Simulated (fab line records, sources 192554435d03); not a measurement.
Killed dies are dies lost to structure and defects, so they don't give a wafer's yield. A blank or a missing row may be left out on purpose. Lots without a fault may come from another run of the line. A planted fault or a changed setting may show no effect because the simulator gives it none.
Chamber matching | flow n5_finfet | N5_MOL_CONTACT_COAG_ALD_123 on ald_sin-04: 4 sister chambers
The step deposits SiNx, target thk 5 nm, pulse time 1 s, purge time 2 s. 14 wafers are shown with their chamber, then 6 later ones without.

WAFERS WITH THEIR CHAMBER
wafer  | chamber | heater_power_w (W) | precursor_pulse_height_rel
L638.2 | 0       | 744                | 1.009
L638.4 | 2       | 881                | 1.007
L638.5 | 0       | 755                | 0.980
L641.1 | 3       | 896                | 0.978
L641.3 | 1       | 713                | 1.009
L641.4 | 2       | 883                | 1.029
L643.1 | 2       | 879                | 1.015
L643.3 | 1       | 701                | 1.030
L643.4 | 3       | 895                | 0.994
L644.1 | 3       | 864                | 0.970
L644.3 | 2       | 881                | 1.001
L644.6 | 1       | 691                | 0.984
L648.3 | 3       | 866                | 1.036
L648.5 | 1       | 729                | 0.978

SIGNATURES (means of the wafers above)
reading                    | chamber 0 | chamber 1 | chamber 2 | chamber 3 | scatter within a chamber
heater_power_w             | 749.50    | 708.50    | 881.00    | 880.25    | 13.4
precursor_pulse_height_rel | 0.99450   | 1.00025   | 1.01300   | 0.99450   | 0.0228
Rule: a wafer's distance from a chamber is the root of the sum, over the readings, of the square of ((its reading less the chamber's mean) divided by the reading's scatter). The wafer belongs to the nearest chamber; if the next one is less than 2 further off, it can't be placed. The scatter: the root of (the sum of the squares of (reading less its chamber's mean) over the shown wafers, divided by (wafers less chambers)).

WAFERS WITHOUT THEIR CHAMBER
wafer  | heater_power_w (W) | precursor_pulse_height_rel
L648.6 | 760                | 0.988
L651.1 | 890                | 0.995
L651.2 | 882                | 0.968
L651.4 | 763                | 1.010
L652.1 | 878                | 0.977
L652.4 | 904                | 1.019

WHICH CHAMBER EACH WENT THROUGH
wafer  | from the rows above     | in truth
L648.6 | 0                       | 0
L651.1 | can't be placed: 3 or 2 | 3
L651.2 | can't be placed: 3 or 2 | 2
L651.4 | 0                       | 0
L652.1 | can't be placed: 3 or 2 | 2
L652.4 | can't be placed: 2 or 3 | 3
Placed correctly: 2 of 6. Can't be placed from these rows: 4 (the true chamber is among the candidates in 4). Placed wrongly: 0.
